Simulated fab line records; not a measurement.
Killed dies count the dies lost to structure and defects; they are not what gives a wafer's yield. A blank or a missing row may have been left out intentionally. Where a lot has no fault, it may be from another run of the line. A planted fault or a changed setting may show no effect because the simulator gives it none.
Comparing a struck lot with a sound one ; flow n5 finfet ; 29 out of 1938 route steps
Sound: these wafers, L129.1, L129.2, L129.3. Struck: wafer L138.4. (L138.6 of the same lot was not struck and is left out.) The cause comes at the end.
For every step that has rows: the tool of each side, followed by ch and its chambers, followed by its first start. Under that, the readings that differ: sound wafers ; struck wafers ; difference of the means ; sigmas: that difference in standard deviations of wafers without a fault.
alike: readings whose means differ by less than 2 such deviations, and words and numbers that are the same on both sides. not compared: withheld readings, readings that some wafer has no value for, bounds like >300 that may hide the same value, and numbers for which the record gives no deviation and whose values overlap.
A row with sigmas, a row that says differs or no value, or rows on one side alone: a step with any of these is where the two part. When numbers do not overlap yet have no deviation, they are printed without sigmas and do not part them. A reading that every wafer of one side lacks parts them only if that side has two wafers or more.

first, 9 steps without rows for these wafers: N5_BEOL_M0_SAQP_EXPOSE_37 (exposes mask M0 CUT1, target cd 30 nm); N5_BEOL_M0_SAQP_PEB_38 (peb time 60 s); N5_BEOL_M0_SAQP_DEVELOP_39 (develop time 30 s); N5_BEOL_M0_SAQP_DESCUM_45 (chemistry O2, time 7 s); N5_BEOL_M0_SAQP_ETCH_88 (etches underlayer in N2/H2, target depth 6.5 nm, time 5.2 s); N5_BEOL_M0_SAQP_ETCH_73 (etches SiARC in CF4, target depth 19.5 nm, time 32.5 s); N5_BEOL_M0_SAQP_CUT_ETCH_46 (etches SOC in N2/H2, target depth 135 nm, overetch 27 nm, time 202.5 s); N5_BEOL_M0_SAQP_STRIP_74 (strips in N2/H2); N5_BEOL_M0_SAQP_STRIP_89 (strips in N2/H2).
N5_BEOL_M0_SAQP_ALD_48: deposits SiO2, target thk 20 nm, pulse time 1 s, co reactant pulse time 1 s.
  sound on ald sin-01 ch 0,1,2, day 9 02:50; struck on ald sin-01 ch 3, day 11 01:41
reading;sound;struck;difference;sigmas
ald cycles;139 139 139;235;+96;
model.SiO2_of_BEOL_M0_SAQP_ALD_48.thk nm (nm);20 20 20;33.8;+13.8;
  alike: heater power w, precursor pulse height rel
then, 15 steps without rows for these wafers: N5_BEOL_M0_SAQP_ETCH_49 (etches SiO2 in CF4/O2, target depth 37 nm); N5_BEOL_M0_SAQP_STRIP_75 (strips in CF4); N5_BEOL_M0_CUTY_COAT_50 (time 60 s, resist thk 15 nm); N5_BEOL_M0_CUTY_COAT_51 (resist thk 150 nm); N5_BEOL_M0_CUTY_EBR_52; N5_BEOL_M0_CUTY_SOFTBAKE_53 (time 60 s); N5_BEOL_M0_CUTY_EXPOSE_54 (exposes mask M0 ABLK); N5_BEOL_M0_CUTY_PEB_55 (peb time 60 s); N5_BEOL_M0_CUTY_DEVELOP_56 (develop time 30 s); N5_BEOL_M0_CUTY_DESCUM_61 (chemistry O2, time 7.9 s); N5_BEOL_M0_CUTY_ETCH_62 (etches SiARC in CF4, time 58.5 s); N5_BEOL_M0_CUTY_ETCH_63 (etches SOC in N2/H2, target depth 82.7 nm, overetch 16.5 nm, time 124 s); N5_BEOL_M0_CUTY_STRIP_64 (strips in N2/H2); N5_BEOL_M0_ETCH_138 (etches SiCN in CH3F/O2, target depth 12 nm, time 31.6 s); N5_BEOL_M0_HM_OPEN_105 (chemistry Cl2/BCl3, target TiN, target depth 12 nm).
N5_BEOL_M0_STRIP_140: strips in CF4.
  sound on rie diel-03 ch 0,1,2, day 9 04:34; struck on rie diel-06 ch 1, day 11 06:58
reading;sound;struck;difference;sigmas
model.SiO2_of_BEOL_M0_SAQP_ALD_48.thk nm (nm);12 10.8 11.4;18.8;+7.4;
  alike: drypump motor current A, oes product au, rf vpp V, showerhead plenum p Torr, throttle valve pct
  not compared: rf hours counter h
then, 1 step without rows for these wafers: N5_BEOL_M0_STRIP_104 (strips in N2/H2).
-- a jump in the record: the struck wafers' starts before and after are 3 days apart (it breaks off in module BEOL_M0 and resumes in module BEOL_M4, where the first step shown is number 1111 of the route) --
N5_BEOL_M4_RC_MEAS_101:
  sound on prober-02 ch 0, day 11 11:13; struck on prober-02 ch 0, day 14 01:38
  alike: DIBL_N, DIBL_P, IOFF_N, IOFF_P, ION_N, ION_P, SS_N, SS_P, VT_N, VT_P
N5_PASSIVATION_PROBE_49:
  the record has rows for the sound wafers here (prober-01, day 15 19:10) and none for the struck ones

== WHERE THEY PART ==
Only at N5_PASSIVATION_PROBE_49, within this record.

WHY: what the simulator had put in
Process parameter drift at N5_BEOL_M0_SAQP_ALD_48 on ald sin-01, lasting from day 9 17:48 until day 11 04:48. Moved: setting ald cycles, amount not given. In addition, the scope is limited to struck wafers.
